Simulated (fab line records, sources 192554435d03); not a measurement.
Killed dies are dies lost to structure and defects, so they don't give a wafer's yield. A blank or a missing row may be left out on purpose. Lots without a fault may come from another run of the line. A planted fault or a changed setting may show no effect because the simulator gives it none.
fab line records | flow n5_finfet
record lots=24 wafers=72 last_day=19
route steps=1938 shown BEOL_M1@787
lots that met no fault: from a run of the same line without faults
start_h: hours from the record's first day to the start of the lot's first wafer shown | wait_h: hours since the lot's step before | " the same as in the row above | L1.1+2: a row that stands for several wafers | - no value, or no start given | * or withheld: withheld | < > ~ a bound
route shown NAME@n: a module of which the file shows steps, and the number in the route of the first | usual: mean/standard deviation of fault-free wafers | same: alike in all rows | chamber/n: place in a boat | sites: the reading at each site | _std_site: their standard deviation | _edge_site: outer sites' mean less inner sites' | radius_mm: how far each site lies from the wafer's centre | mask NAME#n: copy n | behind: the tool/chamber that last shaped the wafer | hold: why the lot was held/for how many hours/how that ended | device: the transistor (n, p or np) that didn't switch | end of line: the same wafers' tests at the end of the route | a step without rows: its recipe alone | killed: dies lost to structure and defects at the first sort, not the wafer's yield | map: a wafer's dies, x killed, . not, _ none there
set.NAME: the setting as run; set.NAME@STEP: as run at that earlier step | model.NAME: the simulator's own value behind a step, which no gauge read
steps of the route over a sample of lots; a table a step, a row a wafer
services: from which hour (start_h, from the record's first day; less than 0 if before it) a tool's chamber was out of use, for how many hours, and why
## steps
# step N5_BEOL_M1_OVL_MEAS_29
# recipe points_per_wafer=522
# usual V0_OVL=0.3/0.64
# columns lot.wafer tool chamber start_h wait_h V0_OVL[nm]
L074.2 overlay-01 0 122.42 0.0 0.2
L074.3 " 0 " " -0.3
L074.5 " 0 " " 0.0
L075.3 overlay-02 0 131.50 0.0 -0.4
L075.4 " 0 " " -0.5
L075.6 " 0 " " -0.1
L076.1 overlay-01 0 135.18 0.0 0.1
L076.2 " 0 " " 0.3
L076.6 " 0 " " -0.1
L077.3 overlay-01 0 143.21 0.0 0.0
L077.4 " 0 " " 0.4
L077.5 " 0 " " 0.1
L078.1 overlay-01 0 143.89 0.0 -0.8
L078.2 " 0 " " -0.8
L078.4 " 0 " " 0.0
L080.1 overlay-02 0 157.09 0.0 -0.6
L080.2 " 0 " " -0.9
L080.6 " 0 " " 0.0
L079.1 overlay-02 0 160.84 0.0 1.1
L079.3 " 0 " " 1.0
L079.6 " 0 " " 0.3
L081.1 overlay-02 0 162.77 0.0 -1.2
L081.4 " 0 " " 0.3
L081.6 " 0 " " 0.7
L083.2 overlay-01 0 176.78 0.0 -0.2
L083.3 " 0 " " -0.8
L083.4 " 0 " " -0.6
L082.2 overlay-02 0 177.92 0.0 0.3
L082.4 " 0 " " -0.4
L082.5 " 0 " " -0.1
L084.4 overlay-01 0 186.14 0.0 1.2
L084.5 " 0 " " 0.3
L084.6 " 0 " " 1.5
L085.3 overlay-02 0 191.83 0.0 1.5
L085.4 " 0 " " 0.3
L085.5 " 0 " " 0.6
L086.1 overlay-01 0 195.42 0.0 1.1
L086.3 " 0 " " 0.3
L086.5 " 0 " " 1.0
L087.3 overlay-01 0 199.20 0.0 1.3
L087.4 " 0 " " 0.8
L087.6 " 0 " " 0.6
L088.1 overlay-01 0 212.64 0.0 -0.2
L088.3 " 0 " " 1.1
L088.4 " 0 " " 0.4
L089.1 overlay-01 0 217.16 0.0 0.7
L089.2 " 0 " " 0.5
L089.6 " 0 " " 0.6
L090.1 overlay-02 0 219.41 0.0 1.4
L090.2 " 0 " " 1.0
L090.4 " 0 " " 0.8
L091.4 overlay-01 0 222.77 0.0 0.9
L091.5 " 0 " " 1.0
L091.6 " 0 " " 1.1
L092.1 overlay-02 0 232.12 0.0 -0.2
L092.3 " 0 " " 0.3
L092.4 " 0 " " 1.1
L093.1 overlay-02 0 234.75 0.0 0.3
L093.2 " 0 " " -0.2
L093.5 " 0 " " 0.0
L094.1 overlay-01 0 248.12 0.0 0.2
L094.3 " 0 " " -0.3
L094.5 " 0 " " 0.2
L095.4 overlay-01 0 257.79 0.0 0.6
L095.5 " 0 " " 0.9
L095.6 " 0 " " 0.7
L096.3 overlay-02 0 257.84 0.0 1.9
L096.5 " 0 " " 0.4
L096.6 " 0 " " 0.8
L097.2 overlay-02 0 266.74 0.0 1.3
L097.3 " 0 " " 0.1
L097.5 " 0 " " 0.5
# step N5_BEOL_M1_ETCH_77
# recipe chemistry=N2/H2 target=underlayer target_depth_a=65 mask_material=CAR-EUV time_s=5.2 ion_energy_ev=200 pressure_mtorr=30 source_w=840 bias_w=150 n2_flow_sccm=200 h2_flow_sccm=200 ends=cleared
# usual drypump_motor_current_A=5.76/0.29 etch_rf_on_time_s=5.21/0.22 oes_product_au=0.68/0.074 rf_vpp_V=523.4/2.6 showerhead_plenum_p_Torr=2.53/0.084 throttle_valve_pct=17.91/0.22
# columns lot.wafer tool chamber start_h wait_h drypump_motor_current_A etch_rf_on_time_s oes_product_au rf_hours_counter_h rf_vpp_V showerhead_plenum_p_Torr throttle_valve_pct
L074.2 rie_diel-03 3 122.54 0.0 5.69 5.32 0.66 151 520.6 2.45 18.12
L074.3 " 1 " " 5.95 5.07 0.69 121 523.9 2.57 17.95
L074.5 " 2 " " 6.02 5.10 0.62 - 522.0 2.43 17.74
L075.3 rie_diel-06 0 131.62 0.0 5.58 5.30 0.77 23 522.2 2.49 17.63
L075.4 " 3 " " 5.90 4.87 0.69 125 519.7 2.43 17.65
L075.6 " 1 " " 5.63 5.15 0.65 - 518.2 2.45 17.98
L076.1 rie_diel-05 0 135.30 0.0 5.51 5.08 0.87 1 525.3 2.62 18.12
L076.2 " 3 " " 5.98 5.42 0.70 56 524.6 2.61 18.15
L076.6 " 1 " " 5.77 5.04 0.65 - 527.3 2.66 17.75
L077.3 rie_diel-06 1 143.37 0.0 5.65 5.12 0.66 155 521.3 2.45 17.98
L077.4 " 0 " " 5.57 5.35 0.75 26 521.5 2.48 17.66
L077.5 " 1 " " 5.65 5.16 0.66 - 519.2 2.45 17.95
L078.1 rie_diel-05 3 144.04 0.0 5.98 5.35 0.70 58 525.8 2.60 18.18
L078.2 " 0 " " 5.47 5.02 0.86 3 525.5 2.62 18.13
L078.4 " 2 " " 5.33 5.60 0.59 185 523.8 2.50 17.65
L080.1 rie_diel-03 2 157.21 0.0 6.03 5.09 0.60 194 519.2 2.42 17.75
L080.2 " 3 " " 5.70 5.35 0.65 165 523.5 2.44 18.12
L080.6 " 2 " " 6.05 5.15 0.60 - 520.9 2.42 17.76
L079.1 rie_diel-06 0 160.97 0.0 5.59 5.35 0.75 30 522.7 2.48 17.68
L079.3 " 2 " " 5.35 4.99 0.60 249 520.5 2.43 18.35
L079.6 " 1 " " 5.64 5.17 0.66 - 522.7 2.45 18.01
L081.1 rie_diel-03 1 162.89 0.0 5.97 5.04 0.67 134 523.7 2.56 17.98
L081.4 " 0 " " 6.41 5.27 0.81 4 520.4 2.48 17.58
L081.6 " 2 " " 6.08 5.09 0.60 - 520.2 2.42 17.76
L083.2 rie_diel-03 3 176.90 0.0 5.71 5.35 0.64 170 520.4 2.44 18.14
L083.3 " 2 " " 6.07 5.09 0.60 199 520.4 2.42 17.80
L083.4 " 0 " " 6.40 5.31 0.78 7 522.9 2.48 17.59
L082.2 rie_diel-05 1 178.04 0.0 5.78 5.06 0.65 158 526.5 2.65 17.79
L082.4 " 0 " " 5.52 5.06 0.82 12 527.4 2.62 18.16
L082.5 " 3 " " 5.96 5.42 0.70 - 524.4 2.60 18.19
L084.4 rie_diel-06 1 186.25 0.0 5.65 5.20 0.65 - 520.2 2.45 18.00
L084.5 " 0 " " 5.58 5.28 0.75 - 521.1 2.48 17.69
L084.6 " 3 " " 5.85 4.92 0.68 - 521.3 2.43 17.71
L085.3 rie_diel-03 0 191.95 0.0 6.43 5.27 0.77 12 524.5 2.48 17.62
L085.4 " 1 " " 5.93 4.98 0.67 142 523.1 2.56 17.98
L085.5 " 3 " " 5.70 5.32 0.64 - 521.2 2.44 18.17
L086.1 rie_diel-05 1 195.54 0.0 5.77 4.98 0.65 164 527.5 2.65 17.80
L086.3 " 3 " " 5.93 5.41 0.69 72 523.2 2.60 18.19
L086.5 " 1 " " 5.75 5.00 0.65 - 525.9 2.65 17.81
L087.3 rie_diel-03 1 199.41 0.0 5.98 5.05 0.67 146 523.4 2.56 17.98
L087.4 " 3 " " 5.70 5.37 0.64 178 520.6 2.44 18.14
L087.6 " 0 " " 6.38 5.36 0.76 - 523.1 2.48 17.61
L088.1 rie_diel-05 1 212.88 0.0 5.74 5.02 0.65 170 528.3 2.65 17.81
L088.3 " 0 " " 5.48 5.05 0.80 25 526.7 2.61 18.15
L088.4 " 2 " " 5.33 5.60 0.59 203 522.5 2.49 17.69
L089.1 rie_diel-03 3 218.08 0.0 5.71 5.30 0.64 179 518.7 2.44 18.16
L089.2 " 0 " " 6.43 5.42 0.75 21 522.9 2.48 17.62
L089.6 " 1 " " 5.96 4.95 0.66 - 524.3 2.56 18.02
L090.1 rie_diel-05 3 219.54 0.0 5.95 5.38 0.68 80 526.1 2.60 18.20
L090.2 " 2 " " 5.32 5.60 0.59 205 522.8 2.49 17.70
L090.4 " 1 " " 5.75 5.05 0.64 173 529.2 2.65 17.83
L091.4 rie_diel-05 2 223.08 0.0 5.33 5.60 0.59 207 522.7 2.49 17.72
L091.5 " 1 " " 5.76 5.07 0.64 - 528.2 2.64 17.82
L091.6 " 0 " " 5.50 5.11 0.78 - 524.3 2.61 18.16
L092.1 rie_diel-05 2 232.25 0.0 5.35 5.61 0.58 209 523.4 2.49 17.71
L092.3 " 0 " " 5.51 5.05 0.79 32 526.0 2.61 18.16
L092.4 " 1 " " 5.80 5.02 0.64 177 525.7 2.64 17.83
L093.1 rie_diel-06 3 234.88 0.0 5.90 4.95 0.67 150 521.3 2.42 17.71
L093.2 " 0 " " 5.57 5.24 0.73 52 521.4 2.47 17.71
L093.5 " 0 " " 5.57 5.24 0.73 - 523.9 2.47 17.72
L094.1 rie_diel-05 2 248.25 0.0 5.33 5.66 0.58 214 523.4 2.48 17.72
L094.3 " 1 " " 5.78 5.07 0.63 181 524.7 2.64 17.81
L094.5 " 2 " " 5.34 5.66 0.58 - 525.9 2.48 17.73
L095.4 rie_diel-05 2 257.90 0.0 5.33 5.66 0.58 216 525.1 2.48 17.70
L095.5 " 1 " " 5.77 5.07 0.64 - 526.2 2.64 17.85
L095.6 " 2 " " 5.33 5.59 0.59 - 523.3 2.48 17.70
L096.3 rie_diel-06 3 257.96 0.0 5.86 4.87 0.66 158 520.5 2.42 17.74
L096.5 " 0 " " 5.59 5.37 0.70 - 522.0 2.47 17.70
L096.6 " 1 " " 5.64 5.20 0.63 - 520.5 2.44 18.04
L097.2 rie_diel-05 1 266.86 0.0 5.77 4.96 0.64 186 529.4 2.64 17.85
L097.3 " 2 " " 5.33 5.57 0.59 218 523.5 2.48 17.73
L097.5 " 1 " " 5.77 5.03 0.63 - 526.7 2.64 17.86
# step N5_BEOL_M1_ETCH_70
# recipe chemistry=N2/H2 target=SOC target_depth_a=800 overetch_a=160 mask_material=SiARC temp_c=40 time_s=120 ion_energy_ev=200 pressure_mtorr=30 source_w=840 bias_w=150 n2_flow_sccm=200 h2_flow_sccm=200
# usual drypump_motor_current_A=5.80/0.29 oes_product_au=0.61/0.064 rf_vpp_V=522.8/2.5 showerhead_plenum_p_Torr=2.51/0.088 throttle_valve_pct=17.85/0.2
# columns lot.wafer tool chamber start_h wait_h drypump_motor_current_A oes_product_au rf_hours_counter_h rf_vpp_V showerhead_plenum_p_Torr throttle_valve_pct
L074.2 rie_diel-06 3 129.69 0.0 5.89 0.60 124 521.1 2.43 17.62
L074.3 " 0 " " 5.58 0.69 23 522.1 2.49 17.60
L074.5 " 2 " " 5.34 0.53 - 519.2 2.43 18.29
L075.3 rie_diel-06 0 133.41 0.0 5.57 0.70 23 520.9 2.49 17.62
L075.4 " 3 " " 5.89 0.60 125 521.5 2.43 17.63
L075.6 " 3 " " 5.89 0.60 - 520.8 2.43 17.63
L076.1 rie_diel-05 1 137.30 0.0 5.79 0.58 148 527.8 2.66 17.74
L076.2 " 3 " " 5.99 0.65 56 524.6 2.61 18.12
L076.6 " 0 " " 5.50 0.77 - 525.5 2.62 18.05
L077.3 rie_diel-03 3 151.68 0.0 5.71 0.59 163 521.7 2.45 18.06
L077.4 " 3 " " 5.73 0.59 - 520.3 2.45 18.08
L077.5 " 2 " " 6.04 0.54 - 518.6 2.42 17.73
L078.1 rie_diel-05 3 155.45 0.0 5.93 0.64 60 525.5 2.60 18.11
L078.2 " 1 " " 5.76 0.57 151 527.5 2.65 17.75
L078.4 " 0 " " 5.51 0.75 5 525.5 2.62 18.09
L080.1 rie_diel-03 2 161.34 0.0 6.03 0.54 195 520.1 2.42 17.74
L080.2 " 3 " " 5.71 0.59 166 519.7 2.44 18.09
L080.6 " 1 " " 5.98 0.59 - 524.5 2.56 17.92
L081.1 rie_diel-03 0 165.03 0.0 6.44 0.73 4 523.6 2.48 17.54
L081.4 " 3 " " 5.71 0.59 167 521.4 2.44 18.07
L081.6 " 2 " " 6.05 0.53 - 520.8 2.42 17.72
L079.1 rie_diel-05 0 165.40 0.0 5.51 0.73 8 524.1 2.62 18.08
L079.3 " 1 " " 5.79 0.58 154 526.4 2.65 17.75
L079.6 " 3 " " 5.94 0.65 - 525.7 2.60 18.11
L083.2 rie_diel-05 1 180.69 0.0 5.78 0.57 159 525.5 2.65 17.76
L083.3 " 2 " " 5.32 0.56 193 522.6 2.49 17.63
L083.4 " 3 " " 5.97 0.65 67 524.9 2.60 18.13
L082.2 rie_diel-03 1 189.01 0.0 5.95 0.59 142 523.7 2.56 17.93
L082.4 " 2 " " 6.09 0.53 203 520.9 2.42 17.75
L082.5 " 0 " " 6.42 0.70 - 522.1 2.48 17.55
L084.4 rie_diel-06 0 197.62 0.0 5.54 0.67 - 521.4 2.48 17.64
L084.5 " 1 " " 5.66 0.57 - 520.9 2.45 17.94
L084.6 " 3 " " 5.87 0.58 - 520.8 2.43 17.64
L085.3 rie_diel-03 3 198.71 0.0 5.72 0.59 178 520.9 2.44 18.11
L085.4 " 0 " " 6.40 0.70 15 522.2 2.48 17.57
L085.5 " 1 " " 5.98 0.59 - 524.8 2.56 17.94
L086.1 rie_diel-06 0 207.52 0.0 5.56 0.67 45 521.2 2.48 17.63
L086.3 " 3 " " 5.89 0.59 143 521.7 2.42 17.66
L086.5 " 3 " " 5.89 0.58 - 521.5 2.42 17.64
L087.3 rie_diel-06 1 208.83 0.0 5.64 0.57 176 521.4 2.44 17.99
L087.4 " 0 " " 5.58 0.67 - 522.4 2.48 17.65
L087.6 " 1 " " 5.65 0.57 - 521.2 2.44 17.96
L088.1 rie_diel-05 3 223.82 0.0 5.95 0.63 81 524.7 2.60 18.15
L088.3 " 1 " " 5.79 0.56 175 526.9 2.64 17.78
L088.4 " 0 " " 5.50 0.71 30 525.8 2.61 18.12
L089.1 rie_diel-03 0 226.73 0.0 6.42 0.68 25 521.9 2.47 17.59
L089.2 " 2 " " 6.02 0.52 217 520.7 2.41 17.76
L089.6 " 1 " " 6.00 0.58 - 523.8 2.56 17.97
L090.1 rie_diel-03 3 227.95 0.0 5.70 0.59 183 520.4 2.44 18.12
L090.2 " 1 " " 5.97 0.58 156 523.1 2.55 17.96
L090.4 " 2 " " 6.02 0.52 218 519.2 2.41 17.77
L091.4 rie_diel-03 3 241.80 0.0 5.70 0.58 187 521.6 2.44 18.12
L091.5 " 3 " " 5.71 0.58 - 520.2 2.44 18.13
L091.6 " 0 " " 6.43 0.67 - 522.2 2.47 17.60
L092.1 rie_diel-03 1 246.51 0.0 5.99 0.58 161 522.9 2.55 17.98
L092.3 " 2 " " 6.08 0.52 222 519.9 2.41 17.78
L092.4 " 3 " " 5.70 0.57 189 519.6 2.44 18.11
L093.1 rie_diel-05 3 246.51 0.0 5.98 0.63 87 524.9 2.59 18.17
L093.2 " 2 " " 5.33 0.55 213 522.1 2.48 17.68
L093.5 " 0 " " 5.50 0.69 - 525.8 2.61 18.13
L094.1 rie_diel-03 2 264.71 0.0 6.05 0.51 229 520.1 2.41 17.80
L094.3 " 3 " " 5.68 0.57 194 520.5 2.43 18.14
L094.5 " 2 " " 6.02 0.52 - 518.8 2.41 17.78
L095.4 rie_diel-06 2 264.90 0.0 5.35 0.71 15 529.6 2.74 17.86
L095.5 " 2 " " 5.35 0.71 - 528.7 2.74 17.86
L095.6 " 3 " " 5.88 0.58 - 521.5 2.42 17.68
L096.3 rie_diel-05 1 264.98 0.0 5.80 0.56 185 524.6 2.64 17.79
L096.5 " 2 " " 5.32 0.54 - 524.1 2.48 17.71
L096.6 " 1 " " 5.78 0.56 - 528.6 2.64 17.80
L097.2 rie_diel-06 0 267.79 0.0 5.58 0.65 65 521.5 2.47 17.68
L097.3 " 2 " " 5.37 0.71 15 528.4 2.74 17.86
L097.5 " 3 " " 5.89 0.57 - 519.4 2.42 17.70
# step N5_BEOL_M1_VIA_ETCH_34
# recipe chemistry=C4F6/O2 target_depth_a=678 mask_material=SOC pressure_mtorr=15 ion_energy_ev=250 taper_deg=4 time_s=64.4 source_w=350 bias_w=170 Ar_flow_sccm=300 C4F6_flow_sccm=10 O2_flow_sccm=10
# usual drypump_motor_current_A=5.81/0.29 mfc_ar_sccm=300.1/0.77 oes_product_au=0.80/0.086 rf_vpp_V=666/14 showerhead_plenum_p_Torr=2.80/0.091 throttle_valve_pct=30.7/0.32
# columns lot.wafer tool chamber start_h wait_h drypump_motor_current_A mfc_ar_sccm oes_product_au rf_hours_counter_h rf_vpp_V showerhead_plenum_p_Torr throttle_valve_pct
L074.2 rie_diel-06 3 129.79 0.0 5.87 299.0 0.80 124 670 2.71 30.5
L074.3 " 0 " " 5.56 300.8 0.90 23 671 2.76 30.5
L074.5 " 2 " " 5.35 300.1 0.70 - 668 2.72 31.3
L075.3 rie_diel-06 0 133.51 0.0 5.57 299.7 0.89 23 671 2.76 30.5
L075.4 " 3 " " 5.88 300.3 0.80 125 670 2.71 30.5
L075.6 " 3 " " 5.88 300.7 0.81 - 669 2.71 30.5
L076.1 rie_diel-05 1 137.40 0.0 5.76 300.5 0.77 148 686 2.93 30.4
L076.2 " 3 " " 5.95 299.0 0.83 57 681 2.91 31.2
L076.6 " 0 " " 5.51 298.6 1.02 - 666 2.90 31.0
L077.3 rie_diel-03 3 151.78 0.0 5.69 300.9 0.77 163 672 2.72 30.9
L077.4 " 3 " " 5.70 300.9 0.77 - 671 2.72 30.9
L077.5 " 2 " " 6.05 300.1 0.70 - 642 2.75 31.1
L078.1 rie_diel-05 3 155.56 0.0 5.96 298.4 0.84 60 682 2.91 31.2
L078.2 " 1 " " 5.77 301.4 0.77 151 685 2.92 30.4
L078.4 " 0 " " 5.51 300.4 0.99 5 666 2.90 31.0
L080.1 rie_diel-03 2 161.44 0.0 6.03 300.1 0.70 195 640 2.75 31.1
L080.2 " 3 " " 5.71 299.7 0.76 166 672 2.72 30.9
L080.6 " 1 " " 5.97 300.9 0.77 - 652 2.84 30.5
L081.1 rie_diel-03 0 165.13 0.0 6.42 299.7 0.95 4 683 2.77 30.5
L081.4 " 3 " " 5.70 300.2 0.76 167 672 2.72 30.9
L081.6 " 2 " " 6.08 298.7 0.70 - 640 2.75 31.1
L079.1 rie_diel-05 0 165.50 0.0 5.50 299.2 0.98 8 667 2.90 31.0
L079.3 " 1 " " 5.78 300.0 0.75 154 686 2.92 30.4
L079.6 " 3 " " 5.97 299.8 0.83 - 680 2.91 31.2
L083.2 rie_diel-05 1 180.79 0.0 5.79 301.7 0.75 159 685 2.92 30.5
L083.3 " 2 " " 5.34 300.5 0.70 193 663 2.87 31.2
L083.4 " 3 " " 5.98 300.9 0.82 67 682 2.91 31.2
L082.2 rie_diel-03 1 189.11 0.0 5.95 299.6 0.79 142 652 2.84 30.5
L082.4 " 2 " " 6.07 300.1 0.70 203 641 2.74 31.1
L082.5 " 0 " " 6.40 299.9 0.92 - 682 2.77 30.5
L084.4 rie_diel-06 0 197.70 0.0 5.57 299.7 0.87 - 671 2.75 30.5
L084.5 " 1 " " 5.63 300.7 0.75 - 645 2.68 30.2
L084.6 " 3 " " 5.85 300.2 0.78 - 668 2.71 30.5
L085.3 rie_diel-03 3 198.81 0.0 5.70 300.2 0.75 178 671 2.71 30.9
L085.4 " 0 " " 6.43 299.7 0.91 15 682 2.77 30.5
L085.5 " 1 " " 5.96 299.2 0.77 - 651 2.83 30.5
L086.1 rie_diel-06 0 207.62 0.0 5.57 300.1 0.86 45 670 2.75 30.5
L086.3 " 3 " " 5.90 300.1 0.78 143 668 2.71 30.5
L086.5 " 3 " " 5.90 300.6 0.77 - 669 2.71 30.5
L087.3 rie_diel-06 1 208.93 0.0 5.66 300.2 0.75 176 646 2.68 30.2
L087.4 " 0 " " 5.55 298.7 0.86 - 669 2.75 30.5
L087.6 " 1 " " 5.63 299.7 0.74 - 645 2.68 30.2
L088.1 rie_diel-05 3 223.92 0.0 5.98 300.5 0.80 82 679 2.90 31.2
L088.3 " 1 " " 5.77 299.5 0.74 175 686 2.91 30.5
L088.4 " 0 " " 5.53 300.0 0.93 30 665 2.89 31.0
L089.1 rie_diel-03 0 226.83 0.0 6.42 300.7 0.88 25 684 2.77 30.5
L089.2 " 2 " " 6.09 299.9 0.69 217 640 2.74 31.2
L089.6 " 1 " " 5.94 300.0 0.77 - 651 2.83 30.5
L090.1 rie_diel-03 3 228.05 0.0 5.71 298.8 0.76 183 671 2.71 30.9
L090.2 " 1 " " 6.01 299.1 0.77 156 650 2.83 30.5
L090.4 " 2 " " 6.08 300.0 0.70 218 640 2.74 31.1
L091.4 rie_diel-03 3 241.90 0.0 5.70 299.8 0.74 187 671 2.71 30.9
L091.5 " 3 " " 5.72 300.5 0.74 - 673 2.71 30.9
L091.6 " 0 " " 6.38 301.3 0.88 - 681 2.76 30.5
L092.1 rie_diel-03 1 246.61 0.0 6.03 301.0 0.76 161 652 2.83 30.5
L092.3 " 2 " " 6.03 300.7 0.69 222 641 2.74 31.1
L092.4 " 3 " " 5.70 300.5 0.75 189 673 2.71 30.9
L093.1 rie_diel-05 3 246.61 0.0 5.95 301.4 0.80 87 679 2.90 31.2
L093.2 " 2 " " 5.32 300.6 0.70 213 661 2.86 31.2
L093.5 " 0 " " 5.52 300.4 0.92 - 667 2.89 31.1
L094.1 rie_diel-03 2 264.81 0.0 6.06 300.0 0.68 229 642 2.73 31.1
L094.3 " 3 " " 5.69 300.1 0.74 194 671 2.70 30.9
L094.5 " 2 " " 6.03 299.2 0.68 - 641 2.73 31.1
L095.4 rie_diel-06 2 265.00 0.0 5.33 300.2 0.93 15 680 3.05 30.9
L095.5 " 2 " " 5.36 299.8 0.94 - 679 3.05 30.9
L095.6 " 3 " " 5.88 299.0 0.77 - 667 2.70 30.6
L096.3 rie_diel-05 1 265.08 0.0 5.78 300.1 0.73 185 686 2.91 30.5
L096.5 " 2 " " 5.33 299.3 0.70 - 661 2.85 31.2
L096.6 " 1 " " 5.79 298.5 0.72 - 686 2.91 30.5
L097.2 rie_diel-06 0 267.89 0.0 5.55 301.1 0.83 65 671 2.74 30.5
L097.3 " 2 " " 5.32 300.9 0.93 15 680 3.05 30.9
L097.5 " 3 " " 5.87 298.8 0.76 - 668 2.70 30.5
# step N5_BEOL_M1_OCD_MEAS_38
# usual trench_depth_nm=55.3/1.3
# columns lot.wafer tool chamber start_h wait_h trench_depth_nm
L074.2 ocd-02 - 130.05 - 57.7
L074.3 " - " " 55.1
L074.5 " - " " 57.1
L075.3 ocd-02 - 133.77 - 53.6
L075.4 " - " " 57.8
L075.6 " - " " 57.5
L076.1 ocd-02 - 137.65 - 56.1
L076.2 " - " " 54.7
L076.6 " - " " 57.6
L077.3 ocd-01 - 152.04 - 54.0
L077.4 " - " " 54.2
L077.5 " - " " 54.9
L078.1 ocd-01 - 155.81 - 53.9
L078.2 " - " " 55.7
L078.4 " - " " 56.3
L080.1 ocd-01 - 161.69 - 55.9
L080.2 " - " " 54.7
L080.6 " - " " 54.9
L081.1 ocd-02 - 165.38 - 55.6
L081.4 " - " " 54.8
L081.6 " - " " 55.8
L079.1 ocd-01 - 165.75 - 57.6
L079.3 " - " " 56.3
L079.6 " - " " 54.8
L083.2 ocd-02 - 181.05 - 55.9
L083.3 " - " " 51.6
L083.4 " - " " 53.9
L082.2 ocd-02 - 189.37 - 55.4
L082.4 " - " " 55.6
L082.5 " - " " 54.3
L084.4 ocd-01 - 197.94 - 54.4
L084.5 " - " " 55.4
L084.6 " - " " 56.5
L085.3 ocd-02 - 199.06 - 55.1
L085.4 " - " " 54.9
L085.5 " - " " 56.2
L086.1 ocd-01 - 207.88 - 53.5
L086.3 " - " " 57.1
L086.5 " - " " 57.2
L087.3 ocd-01 - 209.19 - 54.7
L087.4 " - " " 54.3
L087.6 " - " " 54.9
L088.1 ocd-02 - 224.18 - 53.7
L088.3 " - " " 55.7
L088.4 " - " " 56.8
L089.1 ocd-01 - 227.08 - 54.2
L089.2 " - " " 55.4
L089.6 " - " " 57.0
L090.1 ocd-02 - 228.31 - 54.9
L090.2 " - " " 55.4
L090.4 " - " " 55.8
L091.4 ocd-02 - 242.17 - 54.3
L091.5 " - " " 54.2
L091.6 " - " " 54.2
L092.1 ocd-01 - 246.87 - 55.8
L092.3 " - " " 56.2
L092.4 " - " " 55.3
L093.1 ocd-02 - 246.87 - 54.0
L093.2 " - " " 53.0
L093.5 " - " " 56.4
L094.1 ocd-02 - 265.07 - 55.6
L094.3 " - " " 54.4
L094.5 " - " " 55.7
L095.4 ocd-02 - 265.26 - 54.8
L095.5 " - " " 55.6
L095.6 " - " " 57.2
L096.3 ocd-01 - 265.34 - 54.3
L096.5 " - " " 53.3
L096.6 " - " " 55.7
L097.2 ocd-01 - 268.15 - 54.1
L097.3 " - " " 56.2
L097.5 " - " " 57.5
# step N5_BEOL_M1_SPUTTER_88
# recipe material=Cu target_thk_a=45 temp_c=-20 chamber_pressure_pa=0.07 power_w=withheld time_s=8.29
# usual throttle_valve_pct=30.0/0.94
# columns lot.wafer tool chamber start_h wait_h throttle_valve_pct
L074.2 pvd_sputter-02 - 131.81 0.1 30.3
L074.3 " - " " 28.1
L074.5 " - " " 28.2
L075.3 pvd_sputter-03 - 136.01 0.1 30.4
L075.4 " - " " 30.5
L075.6 " - " " 30.2
L076.1 pvd_sputter-02 - 139.64 0.1 30.1
L076.2 " - " " 30.6
L076.6 " - " " 28.0
L077.3 pvd_sputter-03 - 154.04 0.1 30.2
L077.4 " - " " 31.1
L077.5 " - " " 30.2
L078.1 pvd_sputter-03 - 157.76 0.1 30.3
L078.2 " - " " 30.7
L078.4 " - " " 30.4
L080.1 pvd_sputter-01 - 164.82 0.1 29.9
L080.2 " - " " 28.0
L080.6 " - " " 30.2
L081.1 pvd_sputter-01 - 167.46 0.1 30.1
L081.4 " - " " 30.9
L081.6 " - " " 28.2
L079.1 pvd_sputter-01 - 169.30 0.1 31.0
L079.3 " - " " 30.2
L079.6 " - " " 28.1
L083.2 pvd_sputter-03 - 183.21 0.1 30.4
L083.3 " - " " 31.0
L083.4 " - " " 30.6
L082.2 pvd_sputter-01 - 192.05 0.1 30.9
L082.4 " - " " 28.0
L082.5 " - " " 30.0
L084.4 pvd_sputter-02 - 200.27 0.1 28.4
L084.5 " - " " 29.9
L084.6 " - " " 30.3
L085.3 pvd_sputter-01 - 201.96 0.1 31.0
L085.4 " - " " 30.7
L085.5 " - " " 29.9
L086.1 pvd_sputter-01 - 209.89 0.1 30.1
L086.3 " - " " 31.1
L086.5 " - " " 31.0
L087.3 pvd_sputter-01 - 211.73 0.1 30.6
L087.4 " - " " 31.1
L087.6 " - " " 27.9
L088.1 pvd_sputter-02 - 226.12 0.1 28.5
L088.3 " - " " 29.9
L088.4 " - " " 30.5
L089.1 pvd_sputter-03 - 229.36 0.1 30.8
L089.2 " - " " 30.0
L089.6 " - " " 30.3
L090.1 pvd_sputter-02 - 231.84 0.1 30.2
L090.2 " - " " 31.2
L090.4 " - " " 30.6
L091.4 pvd_sputter-02 - 245.65 0.1 28.6
L091.5 " - " " 30.1
L091.6 " - " " 30.3
L092.1 pvd_sputter-01 - 248.95 0.1 30.8
L092.3 " - " " 30.5
L092.4 " - " " 28.2
L093.1 pvd_sputter-02 - 250.65 0.1 30.1
L093.2 " - " " 30.4
L093.5 " - " " 30.0
L094.1 pvd_sputter-02 - 267.06 0.1 30.0
L094.3 " - " " 28.2
L094.5 " - " " 30.8
L095.4 pvd_sputter-03 - 267.34 0.1 31.1
L095.5 " - " " 30.9
L095.6 " - " " 30.1
L096.3 pvd_sputter-01 - 267.86 0.1 31.0
L096.5 " - " " 28.3
L096.6 " - " " 30.5
L097.2 pvd_sputter-03 - 270.50 0.1 30.2
L097.3 " - " " 31.0
L097.5 " - " " 31.0
## services
# columns tool chamber start_h hours kind
rie_diel-05 0 98.68 - clean
rie_diel-05 0 98.68 - consumable_replace:focus_ring
rie_diel-05 0 98.68 32.0 scheduled_down
rie_diel-05 0 98.68 32.0 vent_cycle
rie_diel-03 0 116.90 - clean
rie_diel-03 0 116.90 - consumable_replace:esc
rie_diel-03 0 116.90 - consumable_replace:focus_ring
rie_diel-03 0 116.90 35.8 scheduled_down
rie_diel-03 0 116.90 35.8 vent_cycle
pvd_sputter-03 - 138.10 13.5 repair
rie_diel-03 1 154.43 5.8 repair
rie_diel-06 3 165.87 11.5 repair
pvd_sputter-02 - 177.90 0.7 repair
rie_diel-06 2 182.28 6.3 repair
rie_diel-06 2 188.79 - clean
rie_diel-06 2 188.79 - consumable_replace:focus_ring
rie_diel-06 2 188.79 - consumable_replace:showerhead
rie_diel-06 2 188.79 20.9 scheduled_down
rie_diel-06 2 188.79 20.9 vent_cycle
rie_diel-03 3 204.13 13.8 repair
rie_diel-06 - 216.83 4.3 pm
rie_diel-05 3 228.51 2.4 repair
rie_diel-06 2 235.86 5.7 repair
rie_diel-05 - 249.68 4.3 pm
## key
fault none
